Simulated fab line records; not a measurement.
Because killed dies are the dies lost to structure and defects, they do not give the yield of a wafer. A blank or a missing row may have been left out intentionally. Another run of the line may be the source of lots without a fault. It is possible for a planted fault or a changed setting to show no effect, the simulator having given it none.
fab line records    flow n5Finfet
[record] lots = 9  wafers = 27  lastDay = 17
route steps=1938 shown PASS1_CAP@1874 TV_OPEN@1887 PASSIVATION@1901
lots with no fault: from the same line, run without faults
startH: hours from the record's first day to the start of the lot's first wafer shown    waitH: hours from the lot's prior step to this one    " the same as in the row above    L1.1+2: a single row standing in for several wafers    - either no value or no given start    * or withheld: withheld    < > ~ a bound
route shown NAME@n: NAME is a module with steps in the file, n the number in the route of the first one    usual: mean/standard deviation taken from wafers without a fault    same: alike in all rows    chamber/n: place in a boat    sites: readings site by site    _std_site: standard deviation across them    _edge_site: inner sites' mean taken away from outer sites' mean    radiusMm: for every site, how far away it sits from the centre of the wafer    mask NAME#n: copy n    behind: the most recent tool/chamber to have shaped the wafer    hold: why the lot was held/for how many hours/how that ended    device: whichever transistor did not switch (one of n, p or np)    end of line: tests run on the same wafers once the route is complete    for a step that has no rows: nothing shown but its recipe    killed: not the wafer's yield, but the dies lost to structure and defects at the first sort    map: the dies of a wafer, with x for killed, . for not killed, _ for no die there
set.NAME: the run value of the setting; set.NAME@STEP: its run value at that earlier step    model.NAME: the simulator's own value behind a step, which no gauge read
a sample of lots followed through the steps of the route, with each step as a table and each wafer as a row
services: when a tool's chamber went out of use (startH, in hours from the record's first day, below 0 if earlier), for how many hours, and the reason
[[steps]]
[step N5_PASSIVATION_PECVD_01]
[recipe] material = SiNx  targetThkA = 2000  tempC = 400  precursor = SiH4/NH3/N2  pressureTorr = 4.9  rfW = 1406  timeS = 43.2
[usual] heaterPowerW = 357/83  rfFwdPowerW = 1395/4.8  showerheadPlenumPTorr = 8.64/0.046  throttleValvePct = 28.9/0.94
lot.wafer  tool      chamber  startH  waitH  heaterPowerW  rfFwdPowerW  showerheadPlenumPTorr  throttleValvePct
L285.1     pecvd-03  1        261.27  0.0    444           1398         8.69                   29.5
L285.4     "         0        "       "      383           1403         8.64                   29.0
L285.6     "         1        "       "      451           1389         8.74                   29.5
L288.1     pecvd-02  1        287.89  0.0    292           1402         8.69                   29.8
L288.2     "         0        "       "      472           1398         8.69                   27.8
L288.3     "         2        "       "      326           1400         8.63                   28.0
L290.2     pecvd-03  2        293.67  0.0    240           1397         8.56                   27.0
L290.3     "         0        "       "      294           1395         8.63                   29.1
L290.6     "         1        "       "      420           1400         8.70                   29.3
L293.1     pecvd-03  0        297.25  0.0    381           1391         8.64                   29.1
L293.5     "         2        "       "      292           1397         8.55                   27.3
L293.6     "         1        "       "      477           1389         8.68                   29.4
L292.1     pecvd-02  2        300.64  0.0    441           1400         8.63                   27.9
L292.4     "         1        "       "      318           1392         8.65                   29.6
L292.5     "         2        "       "      443           1401         8.63                   27.8
L294.1     pecvd-01  0        315.05  0.0    276           1399         8.62                   28.7
L294.2     "         1        "       "      424           1387         8.60                   30.3
L294.4     "         1        "       "      442           1394         8.59                   30.5
L302.1     pecvd-01  2        375.64  0.0    286           1395         8.66                   28.9
L302.2     "         1        "       "      493           1390         8.60                   30.3
L302.5     "         2        "       "      298           1391         8.69                   28.9
L303.3     pecvd-03  2        381.01  0.0    298           1394         8.56                   27.5
L303.4     "         2        "       "      310           1396         8.57                   27.5
L303.6     "         1        "       "      455           1394         8.67                   29.6
L305.1     pecvd-03  0        397.35  0.0    329           1398         8.63                   28.7
L305.4     "         2        "       "      271           1397         8.55                   27.4
L305.6     "         0        "       "      336           1398         8.64                   28.8
[step N5_PASSIVATION_PASS_ETCH_74]
[recipe] chemistry = CF4/O2  target = SiNx  targetDepthA = 2200  timeS = 110  ionEnergyEv = 100  pressureMtorr = 40  sourceW = 535  biasW = 49  Ar_flow_sccm = 100  cf4FlowSccm = 100  O2_flow_sccm = 10
[usual] chamberPressureMTorr = 40.00/0.039  drypumpMotorCurrentA = 5.9/0.45  oesProductAu = 0.78/0.09  rfFwdPowerW = 532.7/1.7  rfVppV = 240/5.8  showerheadPlenumPTorr = 2.24/0.06  throttleValvePct = 15.96/0.2
lot.wafer  tool        chamber  startH  waitH  chamberPressureMTorr  drypumpMotorCurrentA  oesProductAu  rfFwdPowerW  rfHoursCounterH  rfVppV  showerheadPlenumPTorr  throttleValvePct
L285.1     rieDiel-02  1        262.74  0.1    40.03                 5.7                   0.74          532.4        182              239     2.18                   15.74
L285.4     "           1        "       "      40.01                 5.8                   0.73          533.8        -                240     2.18                   15.76
L285.6     "           1        "       "      39.98                 5.7                   0.74          531.0        -                241     2.18                   15.76
L288.1     rieDiel-03  1        290.05  0.0    39.95                 6.1                   0.69          533.3        203              237     2.29                   16.25
L288.2     "           0        "       "      39.93                 6.7                   0.73          532.1        153              236     2.22                   16.10
L288.3     "           2        "       "      40.04                 4.9                   0.82          532.7        48               240     2.16                   15.84
L290.2     rieDiel-03  2        294.21  0.0    40.01                 4.9                   0.82          532.6        50               238     2.16                   15.86
L290.3     "           1        "       "      39.98                 6.1                   0.70          529.8        205              238     2.29                   16.25
L290.6     "           2        "       "      40.03                 4.9                   0.83          530.5        -                238     2.16                   15.87
L293.1     rieDiel-01  1        299.18  0.0    40.02                 5.9                   0.82          534.8        83               247     2.33                   15.93
L293.5     "           0        "       "      40.00                 5.8                   0.87          534.8        -                241     2.24                   16.05
L293.6     "           3        "       "      40.06                 6.3                   0.71          535.8        -                242     2.19                   16.14
L292.1     rieDiel-03  2        302.55  0.0    40.01                 4.9                   0.82          531.5        52               238     2.16                   15.86
L292.4     "           0        "       "      40.05                 6.7                   0.72          530.7        157              236     2.22                   16.09
L292.5     "           2        "       "      39.98                 4.9                   0.82          529.0        -                237     2.16                   15.86
L294.1     rieDiel-02  3        315.95  0.0    39.97                 5.6                   0.87          531.2        51               233     2.33                   15.71
L294.2     "           2        "       "      39.98                 6.4                   0.69          531.3        245              229     2.16                   16.19
L294.4     "           1        "       "      39.94                 5.8                   0.72          528.8        204              239     2.18                   15.81
L302.1     rieDiel-02  2        376.96  0.0    39.93                 6.5                   0.93          535.6        8                230     2.16                   15.71
L302.2     "           1        "       "      40.01                 5.7                   0.71          531.6        227              240     2.17                   15.86
L302.5     "           1        "       "      40.01                 5.8                   0.70          528.8        -                239     2.17                   15.83
L303.3     rieDiel-01  2        382.04  0.0    40.00                 5.7                   0.68          532.2        244              251     2.25                   15.79
L303.4     "           1        "       "      39.96                 5.9                   0.80          534.8        -                247     2.32                   15.97
L303.6     "           2        "       "      40.02                 5.7                   0.67          530.3        -                251     2.25                   15.79
L305.1     rieDiel-01  0        398.33  0.0    40.03                 5.8                   0.81          531.6        91               241     2.23                   16.12
L305.4     "           1        "       "      40.00                 5.9                   0.79          532.4        -                248     2.31                   15.99
L305.6     "           0        "       "      40.01                 5.8                   0.83          532.6        -                239     2.23                   16.10
[step N5_PASSIVATION_EXPOSE_27]
[recipe] maskId = PAD  na = 0.55  sourceShape = conventional  sigmaOuter = 0.8  polarization = unpolarized  defocusNm = 0  doseMj = 32.3
[usual] exposureDoseMJCm2 = 32.30/0.038  focusOffsetNm = -0.1/0.53
[same] sigmaOuter = 0.8
lot.wafer  tool           chamber  startH  waitH  mask   exposureDoseMJCm2  focusOffsetNm
L285.1     krfScanner-02  0        264.25  -      PAD#0  32.33              0.2
L285.4     "              0        "       "      PAD#0  32.26              0.0
L285.6     "              0        "       "      PAD#0  32.25              -0.3
L288.1     krfScanner-01  0        291.73  -      PAD#0  32.36              0.1
L288.2     "              0        "       "      PAD#0  32.34              0.9
L288.3     "              0        "       "      PAD#0  32.36              0.3
L290.2     krfScanner-02  0        297.55  -      PAD#0  32.27              -0.4
L290.3     "              0        "       "      PAD#0  32.36              -0.9
L290.6     "              0        "       "      PAD#0  32.27              -0.4
L293.1     krfScanner-02  0        300.32  -      PAD#0  32.33              -0.2
L293.5     "              0        "       "      PAD#0  32.36              -0.7
L293.6     "              0        "       "      PAD#0  32.36              -0.5
L292.1     krfScanner-01  0        303.92  -      PAD#0  32.29              -0.1
L292.4     "              0        "       "      PAD#0  32.28              -1.0
L292.5     "              0        "       "      PAD#0  32.25              -0.6
L294.1     krfScanner-02  0        321.19  -      PAD#0  32.29              0.3
L294.2     "              0        "       "      PAD#0  32.22              -0.8
L294.4     "              0        "       "      PAD#0  32.25              -0.5
L302.1     krfScanner-02  0        378.79  -      PAD#0  29.29              -0.6
L302.2     "              0        "       "      PAD#0  29.24              -0.4
L302.5     "              0        "       "      PAD#0  29.30              -0.2
L303.3     krfScanner-02  0        383.35  -      PAD#0  29.27              0.1
L303.4     "              0        "       "      PAD#0  29.35              0.3
L303.6     "              0        "       "      PAD#0  29.35              -0.2
L305.1     krfScanner-01  0        399.83  -      PAD#0  32.34              1.1
L305.4     "              0        "       "      PAD#0  32.27              -0.6
L305.6     "              0        "       "      PAD#0  32.35              0.4
[step N5_PASSIVATION_CD_MEAS_30]
[recipe] targetCdNm = 4000  landingEnergyEv = 500  detector = seInlens  polarity = opening
[usual] cdNm = 4001.5/2
lot.wafer  tool      chamber  startH  waitH  cdNm
L285.1     cdSem-02  0        264.42  -      3998.2
L285.4     "         0        "       "      3998.5
L285.6     "         0        "       "      4001.5
L288.1     cdSem-01  0        291.90  -      4000.7
L288.2     "         0        "       "      4001.2
L288.3     "         0        "       "      4000.6
L290.2     cdSem-02  0        297.72  -      4001.6
L290.3     "         0        "       "      4000.0
L290.6     "         0        "       "      4001.8
L293.1     cdSem-03  0        300.50  -      3999.9
L293.5     "         0        "       "      4003.5
L293.6     "         0        "       "      4001.2
L292.1     cdSem-02  0        304.09  -      4002.8
L292.4     "         0        "       "      4005.2
L292.5     "         0        "       "      4003.8
L294.1     cdSem-02  0        321.36  -      4005.3
L294.2     "         0        "       "      4003.6
L294.4     "         0        "       "      4005.6
L302.1     cdSem-03  0        378.96  -      3979.4
L302.2     "         0        "       "      3981.3
L302.5     "         0        "       "      3979.7
L303.3     cdSem-01  0        383.52  -      3981.0
L303.4     "         0        "       "      3981.5
L303.6     "         0        "       "      3979.5
L305.1     cdSem-03  0        400.00  -      4003.0
L305.4     "         0        "       "      4003.2
L305.6     "         0        "       "      4001.0
[step N5_PASSIVATION_AL_ETCH_33]
[recipe] chemistry = Cl2/BCl3  targetDepthA = 28000  overEtchFrac = 0.15  Cl2_flow_sccm = 180  bcl3FlowSccm = 60  target = Al  stopOn = TaN  timeS = 466.7  ionEnergyEv = 100  pressureMtorr = 10  icpW = 900  biasW = 100
[usual] chamberPressureMTorr = 10.001/0.0092  drypumpMotorCurrentA = 5.38/0.28  oesProductAu = 0.72/0.078  rfFwdPowerW = 899.0/2.7  throttleValvePct = 34.28/0.22
lot.wafer  tool         chamber  startH  waitH  chamberPressureMTorr  drypumpMotorCurrentA  oesProductAu  rfFwdPowerW  rfHoursCounterH  throttleValvePct
L285.1     rieMetal-03  1        264.60  0.1    10.001                5.58                  0.61          901.4        81               34.50
L285.4     "            0        "       "      9.983                 5.58                  0.59          902.7        -                34.61
L285.6     "            1        "       "      10.000                5.56                  0.61          898.6        -                34.46
L288.1     rieMetal-03  1        292.08  0.1    9.999                 5.61                  0.61          903.8        84               34.44
L288.2     "            0        "       "      9.994                 5.56                  0.59          898.7        106              34.64
L288.3     "            1        "       "      9.993                 5.61                  0.61          903.1        -                34.45
L290.2     rieMetal-02  0        297.93  0.1    9.997                 5.04                  0.70          898.2        46               34.38
L290.3     "            0        "       "      10.010                5.04                  0.68          899.6        -                34.40
L290.6     "            1        "       "      10.005                6.03                  0.57          899.9        -                34.38
L293.1     rieMetal-02  0        300.88  0.1    9.999                 5.04                  0.67          898.1        47               34.46
L293.5     "            0        "       "      9.995                 5.06                  0.67          901.2        -                34.45
L293.6     "            0        "       "      9.991                 5.04                  0.69          895.8        -                34.46
L292.1     rieMetal-02  0        304.57  0.1    9.997                 5.05                  0.69          900.3        48               34.42
L292.4     "            0        "       "      9.999                 5.04                  0.68          898.2        -                34.42
L292.5     "            0        "       "      10.012                5.04                  0.68          899.4        -                34.43
L294.1     rieMetal-01  1        321.57  0.1    10.000                5.49                  0.78          896.5        14               33.94
L294.2     "            0        "       "      10.003                5.18                  0.78          893.7        18               34.37
L294.4     "            0        "       "      10.002                5.17                  0.78          899.5        -                34.36
L302.1     rieMetal-01  0        379.14  0.1    9.990                 5.20                  0.76          899.6        24               34.35
L302.2     "            1        "       "      10.007                5.49                  0.77          895.0        21               33.94
L302.5     "            0        "       "      10.001                5.22                  0.75          900.7        -                34.36
L303.3     rieMetal-01  1        383.84  0.2    9.989                 5.48                  0.75          900.2        -                33.99
L303.4     "            0        "       "      10.017                5.26                  0.75          902.7        -                34.40
L303.6     "            1        "       "      10.015                5.48                  0.76          902.3        -                33.97
L305.1     rieMetal-01  0        400.18  0.1    9.989                 5.25                  0.73          892.4        28               34.40
L305.4     "            0        "       "      9.993                 5.21                  0.74          895.5        -                34.39
L305.6     "            0        "       "      9.999                 5.23                  0.73          895.2        -                34.38
[step N5_PASSIVATION_PROBE_49]
[usual] defectLimitedYield = 91.3/1.5  killed_at_M0_to_M3 = 35/10  killed_at_M4_up = 12/4.6  killedAtContacts = 13/6.6  killedAtFrontEnd = 39/11  killedAtOther = 4/3.4  killedDies = 103/17  killedOpen = 67/13  killedShort = 35/8.2  sort_bin_5_function = 5.1/0.94  sort_bin_6_memory = 3.2/0.7  sort_bin_8_speed = 0.00/0.03  sortNPass = 1077/17  sortYieldPct = 91.3/1.5
[same] grossDies = 1180  killedAtBackSide = 0  sort_bin_4_leakage[%] = 0
lot.wafer  tool       chamber  startH  waitH  defectLimitedYield[%]  killed_at_M0_to_M3  killed_at_M4_up  killedAtContacts  killedAtFrontEnd  killedAtOther  killedDies  killedOpen  killedShort  sort_bin_5_function[%]  sort_bin_6_memory[%]  sort_bin_8_speed[%]  sortNPass  sortYieldPct[%]
L288.1     prober-02  -        300.28  0.0    90.1                   47                  10               7                 48                5              117         73          42           5.8                     3.7                   0                    1063       90.1
L288.2     prober-02  -        300.33  0.1    92.7                   24                  8                13                39                2              86          55          31           4.1                     3.1                   0                    1094       92.7
L288.3     prober-02  -        300.38  0.1    89.9                   52                  12               14                41                0              119         84          34           5.8                     4.2                   0                    1061       89.9
L290.2     prober-01  -        303.20  0.1    91.2                   30                  13               14                44                3              104         63          36           4.1                     3.5                   0                    1076       91.2
L290.3     prober-01  -        303.25  0.1    89.9                   41                  12               11                49                6              119         69          50           6.1                     3.4                   0                    1061       89.9
L290.6     prober-01  -        303.40  0.3    92.7                   34                  19               11                22                0              86          56          30           3.8                     3.0                   0                    1094       92.7
L302.1     prober-01  -        383.95  0.0    92.6                   37                  13               2                 35                0              87          54          32           4.5                     2.5                   0                    1093       92.6
L302.2     prober-01  -        384.00  0.1    93.6                   28                  18               6                 19                5              76          50          25           3.9                     2.1                   0                    1104       93.6
L302.5     prober-01  -        384.15  0.2    90.5                   33                  12               26                39                2              112         72          36           5.4                     3.5                   0                    1068       90.5
// killed by level:class
L288.1 BEOL_M1:geometricParticle:open=11 BEOL_M2:geometricParticle:open=11 FIN_SAQP:geometricParticle:short=10 FIN_SAQP:geometricParticle:open=8 STI_FIN_REVEAL:geometricParticle:open=8 BEOL_M0_SAQP:geometricParticle:short=8 MOL_CONTACT_COAG:geometricParticle:open=7 GATE_CUT:geometricParticle:short=6
L288.2 MOL_CONTACT_COAG:geometricParticle:open=11 FIN_SAQP:geometricParticle:short=8 BEOL_M1:geometricParticle:open=8 FIN_SAQP:geometricParticle:open=6 DUMMY_GATE:geometricParticle:open=6 GATE_CUT:geometricParticle:short=4 BEOL_M0_SAQP:geometricParticle:short=4 STARTING-WAFER:geometricParticle:open=4
L288.3 FIN_SAQP:geometricParticle:open=17 BEOL_M1:geometricParticle:open=17 STI_FIN_REVEAL:geometricParticle:open=10 MOL_CONTACT_COAG:geometricParticle:open=10 BEOL_M0_SAQP:geometricParticle:short=8 BEOL_M0_SAQP:geometricParticle:open=7 BEOL_M2:geometricParticle:open=7 BEOL_M0:geometricParticle:open=6
L290.2 MOL_CONTACT_COAG:geometricParticle:open=13 FIN_SAQP:geometricParticle:short=9 BEOL_M4:geometricParticle:open=7 BEOL_M0_SAQP:geometricParticle:open=6 BEOL_M1:geometricParticle:open=5 BEOL_M3:geometricParticle:short=5 SPACER0:geometricParticle:open=4 GATE_CUT:geometricParticle:short=4
L290.3 FIN_SAQP:geometricParticle:short=14 FIN_SAQP:geometricParticle:open=9 MOL_CONTACT_COAG:geometricParticle:open=9 STI_FIN_REVEAL:geometricParticle:open=7 BEOL_M0_SAQP:geometricParticle:open=7 BEOL_M0_SAQP:geometricParticle:short=7 BEOL_M3:geometricParticle:open=6 BEOL_M4:geometricParticle:open=5
L290.6 BEOL_M7:geometricParticle:open=9 MOL_CONTACT_COAG:geometricParticle:open=8 FIN_SAQP:geometricParticle:short=6 BEOL_M2:geometricParticle:open=6 BEOL_M0:geometricParticle:open=5 BEOL_M1:geometricParticle:open=5 STI_FIN_REVEAL:geometricParticle:open=4 BEOL_M0_SAQP:geometricParticle:short=4
L302.1 STI_FIN_REVEAL:geometricParticle:open=11 BEOL_M4:geometricParticle:open=8 BEOL_M0_SAQP:geometricParticle:short=8 BEOL_M0_SAQP:geometricParticle:open=7 BEOL_M3:geometricParticle:open=7 BEOL_M3:geometricParticle:short=7 DUMMY_GATE:geometricParticle:open=4 BEOL_M1:geometricParticle:open=4
L302.2 BEOL_M4:geometricParticle:open=8 STI_FIN_REVEAL:geometricParticle:open=5 BEOL_M0_SAQP:geometricParticle:short=5 BEOL_M0_SAQP:geometricParticle:open=5 BEOL_M0:geometricParticle:open=5 BEOL_M5:geometricParticle:open=5 FIN_SAQP:geometricParticle:open=4 MOL_CONTACT_COAG:geometricParticle:open=4
L302.5 MOL_CONTACT_COAG:geometricParticle:open=22 BEOL_M0_SAQP:geometricParticle:short=12 DUMMY_GATE:geometricParticle:open=8 STI_FIN_REVEAL:geometricParticle:open=7 BEOL_M1:geometricParticle:open=7 ILD0:geometricParticle:open=4 MOL_CONTACT_COAG:geometricParticle:short=4 BEOL_M0_SAQP:geometricParticle:open=4
[[services]]
tool           chamber  startH  hours  kind
krfScanner-01  -        243.69  0.8    pm
rieDiel-02     2        244.08  21.0   repair
pecvd-01       -        246.76  2.8    pm
rieDiel-03     0        253.64  2.0    repair
rieDiel-02     0        254.95  14.4   repair
krfScanner-01  -        256.05  4.4    pm
krfScanner-02  -        260.60  1.0    pm
pecvd-01       0        274.91  19.8   repair
rieDiel-02     3        282.57  1.5    repair
rieDiel-03     3        285.32  6.0    repair
rieDiel-01     -        290.73  2.8    pm
rieDiel-01     2        293.58  40.7   repair
krfScanner-02  -        302.70  1.5    repair
krfScanner-01  -        305.20  3.0    repair
krfScanner-02  -        308.47  0.8    pm
pecvd-03       1        312.99  7.4    repair
rieDiel-02     2        324.02  3.9    repair
rieDiel-01     1        326.23  2.7    repair
krfScanner-02  -        333.92  1.3    pm
rieMetal-02    1        340.07  5.2    repair
krfScanner-01  -        347.46  1.0    pm
krfScanner-01  -        365.08  1.3    pm
krfScanner-02  -        368.26  0.9    repair
krfScanner-01  -        398.08  0.1    repair
[[key]]
[firstSign] step = N5_PASSIVATION_EXPOSE_27  reading = exposureDoseMJCm2  direction = down  sigmas = 79  usual = 32.30  struck = 29.30
[effect] step = N5_PASSIVATION_CD_MEAS_30  reading = cdNm  direction = down  sigmas = 10  usual = 4001.5  struck = 3980.4
metAt N5_PASSIVATION_EXPOSE_27
struckLots L302,L303
notActingAt N5_PASSIVATION_PECVD_01,N5_PASSIVATION_PASS_ETCH_74,N5_PASSIVATION_AL_ETCH_33
onsetBetween 321.19 378.79
[fault] kind = processParameterDrift  tool = krfScanner-02  chamber = -  onsetH = 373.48  steps = N5_PASSIVATION_EXPOSE_27  channel = doseMj  offset = -2.9978  shape = step  actsIn = theseRecipesOnly  stated = 32.3
